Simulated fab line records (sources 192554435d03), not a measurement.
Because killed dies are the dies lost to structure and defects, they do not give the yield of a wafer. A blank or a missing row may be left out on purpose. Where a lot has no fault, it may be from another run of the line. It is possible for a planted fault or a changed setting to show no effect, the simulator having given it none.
Chamber matching | flow n5 finfet | N5_BEOL_M1_ALD_84 on ald metal-04: 4 sister chambers
The step deposits TaN, pulse time 2 s, purge time 3 s, co reactant purge time 2 s. 4 wafers are shown with their chamber, then 7 later ones without.

## WAFERS WITH THEIR CHAMBER
wafer  | chamber | heater power w (W)
L089.2 | 1       | 453
L089.4 | 2       | 368
L090.1 | 0       | 373
L090.2 | 3       | 409

## WAFERS WITH NO CHAMBER GIVEN
wafer  | heater power w (W)
L090.3 | 370
L093.3 | 369
L093.4 | 405
L093.6 | 461
L096.1 | 367
L096.2 | 435
L096.5 | 375

## WHICH CHAMBER EACH ONE RAN IN
wafer  | from the rows above     | in truth
L090.3 | can't be placed: 2 or 0 | 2
L093.3 | can't be placed: 2 or 0 | 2
L093.4 | 3                       | 3
L093.6 | 1                       | 1
L096.1 | can't be placed: 2 or 0 | 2
L096.2 | can't be placed: 1 or 3 | 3
L096.5 | can't be placed: 0 or 2 | 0
2 of 7 placed correctly. Unplaceable from these rows: 5, with the true chamber sitting among the candidates in 5. Wrongly placed: 0.
How it was worked out, from the rows above alone: a wafer's distance from a chamber is the root of the sum, over the readings, of the square of ((its reading less the chamber's mean) divided by the reading's scatter). If the next closest chamber is less than 2 further off than the closest, the wafer can't be placed; otherwise it belongs to the closest. For every chamber, the mean is computed from those of its wafers that are shown. The scatter: root of mean squared gap, hidden wafer to nearest shown wafer, with one shown wafer a chamber.
